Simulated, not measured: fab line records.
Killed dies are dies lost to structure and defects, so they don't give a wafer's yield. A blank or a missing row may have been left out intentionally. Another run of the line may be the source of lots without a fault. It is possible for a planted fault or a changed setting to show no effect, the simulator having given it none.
Chamber matching + flow n5Finfet + rieSi-03 running N5_SD_EPI_P_SD_RECESS_17: 4 sister chambers
The step chemistry HBr/Cl2/O2, target depth 39.1 nm, bt time 3 s. 14 wafers are shown with their chamber, then 7 later ones without.

WAFERS PAIRED WITH THEIR CHAMBERS
| wafer  | chamber | throttleValvePct (%) | drypumpMotorCurrentA (A) | oesProductAu (a.u.) |
|--------|---------|----------------------|--------------------------|---------------------|
| L078.2 | 1       | 37.26                | 5.8                      | 0.972               |
| L078.3 | 2       | 37.24                | 6.2                      | 0.992               |
| L078.6 | 1       | 37.28                | 5.8                      | 0.978               |
| L084.3 | 0       | 36.51                | 5.0                      | 0.985               |
| L084.4 | 2       | 37.22                | 6.3                      | 1.000               |
| L084.6 | 1       | 37.29                | 5.8                      | 0.966               |
| L086.1 | 1       | 37.29                | 5.8                      | 0.977               |
| L086.3 | 2       | 37.24                | 6.2                      | 1.000               |
| L086.4 | 0       | 36.51                | 5.0                      | 0.987               |
| L087.3 | 3       | 36.82                | 6.6                      | 1.001               |
| L087.4 | 0       | 36.53                | 5.1                      | 0.998               |
| L087.5 | 3       | 36.81                | 6.6                      | 0.998               |
| L088.1 | 3       | 36.80                | 6.5                      | 0.993               |
| L088.3 | 0       | 36.51                | 5.0                      | 0.985               |

SIGNATURES (averages over the wafers above)
| reading              | chamber 0 | chamber 1 | chamber 2 | chamber 3 | scatter within a chamber |
|----------------------|-----------|-----------|-----------|-----------|--------------------------|
| throttleValvePct     | 36.5150   | 37.2800   | 37.2333   | 36.8100   | 0.0117                   |
| drypumpMotorCurrentA | 5.025     | 5.800     | 6.233     | 6.567     | 0.0456                   |
| oesProductAu         | 0.98875   | 0.97325   | 0.99733   | 0.99733   | 0.00532                  |
Rule: for each reading, subtract the chamber's mean from the wafer's reading, divide by that reading's scatter and square the result; add these up over the readings and take the root, which gives the wafer's distance from the chamber. If the next closest chamber is less than 2 further off than the closest, the wafer can't be placed; otherwise it belongs to the closest. The scatter: the root of (the sum of the squares of (reading less its chamber's mean) over the shown wafers, divided by (wafers less chambers)).

WAFERS WHOSE CHAMBER IS MISSING
| wafer  | throttleValvePct (%) | drypumpMotorCurrentA (A) | oesProductAu (a.u.) |
|--------|----------------------|--------------------------|---------------------|
| L088.4 | 37.24                | 6.2                      | 0.991               |
| L094.3 | 37.25                | 6.2                      | 1.000               |
| L094.5 | 37.25                | 6.3                      | 0.994               |
| L094.6 | 37.30                | 5.8                      | 0.967               |
| L095.1 | 36.80                | 6.6                      | 1.007               |
| L095.3 | 37.23                | 6.3                      | 0.992               |
| L095.6 | 37.24                | 6.3                      | 0.997               |

THE CHAMBER EACH PASSED THROUGH
| wafer  | from the rows above | in truth |
|--------|---------------------|----------|
| L088.4 | 2                   | 2        |
| L094.3 | 2                   | 2        |
| L094.5 | 2                   | 2        |
| L094.6 | 1                   | 1        |
| L095.1 | 3                   | 3        |
| L095.3 | 2                   | 2        |
| L095.6 | 2                   | 2        |
Correctly placed: 7 of 7. Number that these rows cannot place: 0. Number placed wrongly: 0.
